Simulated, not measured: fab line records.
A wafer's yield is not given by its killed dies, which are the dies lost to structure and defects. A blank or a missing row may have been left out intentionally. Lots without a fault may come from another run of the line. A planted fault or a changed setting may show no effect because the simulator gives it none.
Split-lot trial :: flow n5 finfet :: 7 lots, 21 wafers read, on a route of 1938 steps

== ABOUT THE SPLIT ==
At N5_BEOL_M0_SAQP_PECVD_04 (deposits a-Si from SiH4/He, target thk 60 nm, time 60.2 s), the setting time s was moved away from the recipe's 60.2 s on 9 of the 21 wafers read, by -13.6% to +14.2%. For the rest of the wafers, this setting stayed at what the recipe calls for.

Reading taken at the split's own step.

== THE READING ==
a-Si_of_BEOL_M0_SAQP_PECVD_04.thk nm (the simulator's own value, which no gauge read), in nm, at N5_BEOL_M0_SAQP_PECVD_04 (deposits a-Si from SiH4/He, target thk 60 nm, time 60.2 s). The file does not state a usual value for it. Average 60.2 nm, standard deviation 0.84 nm, over the 12 wafers here run with the recipe.

wafer: L075.1
tool, chamber at the split: pecvd-04, 0,2
time s as run, s: 53.33
against the recipe: -11.4%
a-Si_of_BEOL_M0_SAQP_PECVD_04.thk nm, nm: 53
against lot-mates on the recipe: -7.6

wafer: L075.3
tool, chamber at the split: pecvd-04, 0,2
time s as run, s: 53.33
against the recipe: -11.4%
a-Si_of_BEOL_M0_SAQP_PECVD_04.thk nm, nm: 53
against lot-mates on the recipe: -7.6

wafer: L075.6
tool, chamber at the split: pecvd-04, 1
time s as run, s: 60.2
against the recipe: recipe
a-Si_of_BEOL_M0_SAQP_PECVD_04.thk nm, nm: 60.6
against lot-mates on the recipe: -

wafer: L078.2
tool, chamber at the split: pecvd-01, 0
time s as run, s: 60.2
against the recipe: recipe
a-Si_of_BEOL_M0_SAQP_PECVD_04.thk nm, nm: 61
against lot-mates on the recipe: -

wafer: L078.3
tool, chamber at the split: pecvd-01, 1
time s as run, s: 60.2
against the recipe: recipe
a-Si_of_BEOL_M0_SAQP_PECVD_04.thk nm, nm: 60.2
against lot-mates on the recipe: -

wafer: L078.6
tool, chamber at the split: pecvd-01, 1
time s as run, s: 60.2
against the recipe: recipe
a-Si_of_BEOL_M0_SAQP_PECVD_04.thk nm, nm: 60.8
against lot-mates on the recipe: -

wafer: L080.3
tool, chamber at the split: pecvd-04, 1
time s as run, s: 53.24
against the recipe: -11.6%
a-Si_of_BEOL_M0_SAQP_PECVD_04.thk nm, nm: 52.8
against lot-mates on the recipe: -7.0

wafer: L080.5
tool, chamber at the split: pecvd-04, 1
time s as run, s: 60.2
against the recipe: recipe
a-Si_of_BEOL_M0_SAQP_PECVD_04.thk nm, nm: 59.8
against lot-mates on the recipe: -

wafer: L080.6
tool, chamber at the split: pecvd-04, 0
time s as run, s: 53.24
against the recipe: -11.6%
a-Si_of_BEOL_M0_SAQP_PECVD_04.thk nm, nm: 53.8
against lot-mates on the recipe: -6.0

wafer: L081.4
tool, chamber at the split: pecvd-04, 1
time s as run, s: 68.72
against the recipe: +14.2%
a-Si_of_BEOL_M0_SAQP_PECVD_04.thk nm, nm: 68.2
against lot-mates on the recipe: +7.9

wafer: L081.5
tool, chamber at the split: pecvd-04, 2
time s as run, s: 60.2
against the recipe: recipe
a-Si_of_BEOL_M0_SAQP_PECVD_04.thk nm, nm: 59.8
against lot-mates on the recipe: -

wafer: L081.6
tool, chamber at the split: pecvd-04, 0
time s as run, s: 60.2
against the recipe: recipe
a-Si_of_BEOL_M0_SAQP_PECVD_04.thk nm, nm: 60.8
against lot-mates on the recipe: -

wafer: L082.2
tool, chamber at the split: pecvd-01, 0
time s as run, s: 64.4
against the recipe: +7.0%
a-Si_of_BEOL_M0_SAQP_PECVD_04.thk nm, nm: 64.8
against lot-mates on the recipe: +3.0

wafer: L082.3
tool, chamber at the split: pecvd-01, 1
time s as run, s: 64.4
against the recipe: +7.0%
a-Si_of_BEOL_M0_SAQP_PECVD_04.thk nm, nm: 64
against lot-mates on the recipe: +2.2

wafer: L082.6
tool, chamber at the split: pecvd-01, 0
time s as run, s: 60.2
against the recipe: recipe
a-Si_of_BEOL_M0_SAQP_PECVD_04.thk nm, nm: 61.8
against lot-mates on the recipe: -

wafer: L084.1
tool, chamber at the split: pecvd-01, 0
time s as run, s: 60.2
against the recipe: recipe
a-Si_of_BEOL_M0_SAQP_PECVD_04.thk nm, nm: 60
against lot-mates on the recipe: -

wafer: L084.3
tool, chamber at the split: pecvd-01, 1
time s as run, s: 60.2
against the recipe: recipe
a-Si_of_BEOL_M0_SAQP_PECVD_04.thk nm, nm: 58.4
against lot-mates on the recipe: -

wafer: L084.4
tool, chamber at the split: pecvd-01, 1
time s as run, s: 60.2
against the recipe: recipe
a-Si_of_BEOL_M0_SAQP_PECVD_04.thk nm, nm: 59.8
against lot-mates on the recipe: -

wafer: L091.2
tool, chamber at the split: pecvd-04, 0
time s as run, s: 52
against the recipe: -13.6%
a-Si_of_BEOL_M0_SAQP_PECVD_04.thk nm, nm: 51
against lot-mates on the recipe: -8.4

wafer: L091.5
tool, chamber at the split: pecvd-04, 0
time s as run, s: 52
against the recipe: -13.6%
a-Si_of_BEOL_M0_SAQP_PECVD_04.thk nm, nm: 52
against lot-mates on the recipe: -7.4

wafer: L091.6
tool, chamber at the split: pecvd-04, 2
time s as run, s: 60.2
against the recipe: recipe
a-Si_of_BEOL_M0_SAQP_PECVD_04.thk nm, nm: 59.4
against lot-mates on the recipe: -
Rows listing several chambers each stand for several wafers; the file does not say which wafer went through which chamber.

THE FIT
A straight line over all 21 wafers: a-Si_of_BEOL_M0_SAQP_PECVD_04.thk nm changes by +0.609 nm for each +1% of time s; r = +0.99; the points scatter about the line by 0.74 nm.
The same after taking each lot's own level away (the mean of its wafers on the recipe; 21 wafers): +0.564 nm for each +1%; r = +0.99; scatter 0.67 nm.
On that fit, the largest move of time s shifts the reading by 8 nm.
Across the lots, their own levels run from 59.40 to 61.80 nm, a range of 2.9 times the standard deviation given above.
So the lot-to-lot level changes the slope little: the two slopes agree.
Check: for one of the wafers moved furthest among these (+14.2%), held out of the fit, the line's prediction against its lot-mates is +7.66 nm. Against them it came out at +7.9 nm.

== OTHER SPLITS APPLIED TO THESE WAFERS ==
Before the reading, these wafers also passed through other splits. Each is held against what the fit with the lots' levels taken away leaves over:
other split on the same wafers: N5_ZERO_LAYER_COAT_05 spin rpm
wafers away from the commonest value: 8
r with a-Si_of_BEOL_M0_SAQP_PECVD_04.thk nm (lot level and that fit taken away): +0.28

other split on the same wafers: N5_ZERO_LAYER_DEVELOP_10 develop time s
wafers away from the commonest value: 7
r with a-Si_of_BEOL_M0_SAQP_PECVD_04.thk nm (lot level and that fit taken away): -0.17

other split on the same wafers: N5_DUMMY_GATE_COAT_28 spin rpm
wafers away from the commonest value: 8
r with a-Si_of_BEOL_M0_SAQP_PECVD_04.thk nm (lot level and that fit taken away): -0.05

other split on the same wafers: N5_DUMMY_GATE_COAT_09 spin rpm
wafers away from the commonest value: 9
r with a-Si_of_BEOL_M0_SAQP_PECVD_04.thk nm (lot level and that fit taken away): +0.07

other split on the same wafers: N5_SD_EPI_N_COAT_33 spin rpm
wafers away from the commonest value: 9
r with a-Si_of_BEOL_M0_SAQP_PECVD_04.thk nm (lot level and that fit taken away): -0.16

other split on the same wafers: N5_SD_EPI_N_DEVELOP_08 develop time s
wafers away from the commonest value: 7
r with a-Si_of_BEOL_M0_SAQP_PECVD_04.thk nm (lot level and that fit taken away): -0.37

other split on the same wafers: N5_HKMG_FIN_EXPOSE_46 dose mj
wafers away from the commonest value: 7
r with a-Si_of_BEOL_M0_SAQP_PECVD_04.thk nm (lot level and that fit taken away): -0.07

other split on the same wafers: N5_GATE_CUT_ALD_22 ald cycles
wafers away from the commonest value: 5
r with a-Si_of_BEOL_M0_SAQP_PECVD_04.thk nm (lot level and that fit taken away): +0.08

other split on the same wafers: N5_MOL_CONTACT_COAG_EXPOSE_81 dose mj
wafers away from the commonest value: 6
r with a-Si_of_BEOL_M0_SAQP_PECVD_04.thk nm (lot level and that fit taken away): +0.21

== THE WHOLE CHAIN: every reading that the file lists as answering this split, in the file's order ==
step: N5_BEOL_M0_SAQP_PECVD_04
what it does: deposits a-Si from SiH4/He, target thk 60 nm, time 60.2 s
reading: a-Si_of_BEOL_M0_SAQP_PECVD_04.thk nm (the simulator's own value, which no gauge read)
change (the file's fit): +0.572 nm for each +1% of the setting
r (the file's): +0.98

step: N5_BEOL_M0_SAQP_THK_MEAS_05
what it does: 
reading: thk nm
change (the file's fit): withheld for each +1% of the setting
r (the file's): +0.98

== THE FILE'S OWN FIT ==
a-Si_of_BEOL_M0_SAQP_PECVD_04.thk nm changes by +0.572 nm for each +1% of time s, r = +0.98.
